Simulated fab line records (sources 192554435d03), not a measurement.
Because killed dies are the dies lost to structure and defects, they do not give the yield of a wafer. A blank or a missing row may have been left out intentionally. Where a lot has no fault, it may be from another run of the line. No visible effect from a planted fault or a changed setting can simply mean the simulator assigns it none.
Matching of chambers :: flow n5_finfet :: N5_BEOL_M12_ETCH_59 on rie_diel-04 has 4 sister chambers
The step etches BARC in N2/H2, target depth 89 nm, overetch 26.7 nm, time 67.9 s. 16 wafers are shown with their chamber, then 8 later ones without.

WAFERS PAIRED WITH THEIR CHAMBERS
wafer: L074.1
chamber: 0
showerhead_plenum_p_Torr (Torr): 2.59
throttle_valve_pct (%): 17.4
rf_vpp_V (V): 524.3

wafer: L074.2
chamber: 1
showerhead_plenum_p_Torr (Torr): 2.47
throttle_valve_pct (%): 17.8
rf_vpp_V (V): 521.5

wafer: L074.3
chamber: 3
showerhead_plenum_p_Torr (Torr): 2.51
throttle_valve_pct (%): 18.5
rf_vpp_V (V): 521.9

wafer: L078.2
chamber: 2
showerhead_plenum_p_Torr (Torr): 2.61
throttle_valve_pct (%): 17.8
rf_vpp_V (V): 526.8

wafer: L078.4
chamber: 2
showerhead_plenum_p_Torr (Torr): 2.61
throttle_valve_pct (%): 17.8
rf_vpp_V (V): 525.5

wafer: L078.6
chamber: 1
showerhead_plenum_p_Torr (Torr): 2.46
throttle_valve_pct (%): 17.9
rf_vpp_V (V): 520.8

wafer: L082.2
chamber: 3
showerhead_plenum_p_Torr (Torr): 2.50
throttle_valve_pct (%): 18.1
rf_vpp_V (V): 522.6

wafer: L082.3
chamber: 1
showerhead_plenum_p_Torr (Torr): 2.46
throttle_valve_pct (%): 17.9
rf_vpp_V (V): 522.5

wafer: L082.6
chamber: 0
showerhead_plenum_p_Torr (Torr): 2.59
throttle_valve_pct (%): 17.4
rf_vpp_V (V): 525.4

wafer: L085.1
chamber: 1
showerhead_plenum_p_Torr (Torr): 2.45
throttle_valve_pct (%): 17.9
rf_vpp_V (V): 522.2

wafer: L085.4
chamber: 0
showerhead_plenum_p_Torr (Torr): 2.58
throttle_valve_pct (%): 17.5
rf_vpp_V (V): 524.6

wafer: L085.5
chamber: 0
showerhead_plenum_p_Torr (Torr): 2.58
throttle_valve_pct (%): 17.4
rf_vpp_V (V): 521.5

wafer: L088.2
chamber: 1
showerhead_plenum_p_Torr (Torr): 2.45
throttle_valve_pct (%): 17.9
rf_vpp_V (V): 521.4

wafer: L088.4
chamber: 0
showerhead_plenum_p_Torr (Torr): 2.58
throttle_valve_pct (%): 17.5
rf_vpp_V (V): 524.7

wafer: L088.6
chamber: 0
showerhead_plenum_p_Torr (Torr): 2.58
throttle_valve_pct (%): 17.5
rf_vpp_V (V): 524.5

wafer: L091.1
chamber: 2
showerhead_plenum_p_Torr (Torr): 2.60
throttle_valve_pct (%): 17.9
rf_vpp_V (V): 524.5

SIGNATURES (means of the wafers above)
reading: showerhead_plenum_p_Torr
chamber 0: 2.5833
chamber 1: 2.4580
chamber 2: 2.6067
chamber 3: 2.5050
scatter within a chamber: 0.00665

reading: throttle_valve_pct
chamber 0: 17.450
chamber 1: 17.880
chamber 2: 17.833
chamber 3: 18.300
scatter within a chamber: 0.0956

reading: rf_vpp_V
chamber 0: 524.167
chamber 1: 521.680
chamber 2: 525.600
chamber 3: 522.250
scatter within a chamber: 1.08
Rule: for each reading, subtract the chamber's mean from the wafer's reading, divide by that reading's scatter and square the result; add these up over the readings and take the root, which gives the wafer's distance from the chamber. The wafer belongs to the nearest chamber; if the next one is less than 2 further off, it can't be placed. The scatter is the square root of a quotient: the sum, over the shown wafers, of each reading's squared deviation from its chamber's mean, divided by wafers minus chambers.

WAFERS WHOSE CHAMBER IS MISSING
wafer: L091.4
showerhead_plenum_p_Torr (Torr): 2.45
throttle_valve_pct (%): 17.9
rf_vpp_V (V): 520.0

wafer: L091.5
showerhead_plenum_p_Torr (Torr): 2.49
throttle_valve_pct (%): 18.2
rf_vpp_V (V): 522.8

wafer: L097.3
showerhead_plenum_p_Torr (Torr): 2.45
throttle_valve_pct (%): 17.9
rf_vpp_V (V): 522.2

wafer: L097.4
showerhead_plenum_p_Torr (Torr): 2.59
throttle_valve_pct (%): 17.9
rf_vpp_V (V): 524.8

wafer: L097.6
showerhead_plenum_p_Torr (Torr): 2.45
throttle_valve_pct (%): 17.9
rf_vpp_V (V): 520.7

wafer: L096.1
showerhead_plenum_p_Torr (Torr): 2.57
throttle_valve_pct (%): 17.5
rf_vpp_V (V): 525.0

wafer: L096.2
showerhead_plenum_p_Torr (Torr): 2.44
throttle_valve_pct (%): 17.9
rf_vpp_V (V): 521.2

wafer: L096.3
showerhead_plenum_p_Torr (Torr): 2.49
throttle_valve_pct (%): 18.2
rf_vpp_V (V): 522.2

EACH ONE'S CHAMBER
wafer: L091.4
from the rows above: 1
in truth: 1

wafer: L091.5
from the rows above: 3
in truth: 3

wafer: L097.3
from the rows above: 1
in truth: 1

wafer: L097.4
from the rows above: 2
in truth: 2

wafer: L097.6
from the rows above: 1
in truth: 1

wafer: L096.1
from the rows above: 0
in truth: 0

wafer: L096.2
from the rows above: 1
in truth: 1

wafer: L096.3
from the rows above: 3
in truth: 3
Correct placement for 8 of the 8. Number that these rows cannot place: 0. Wrongly placed: 0.
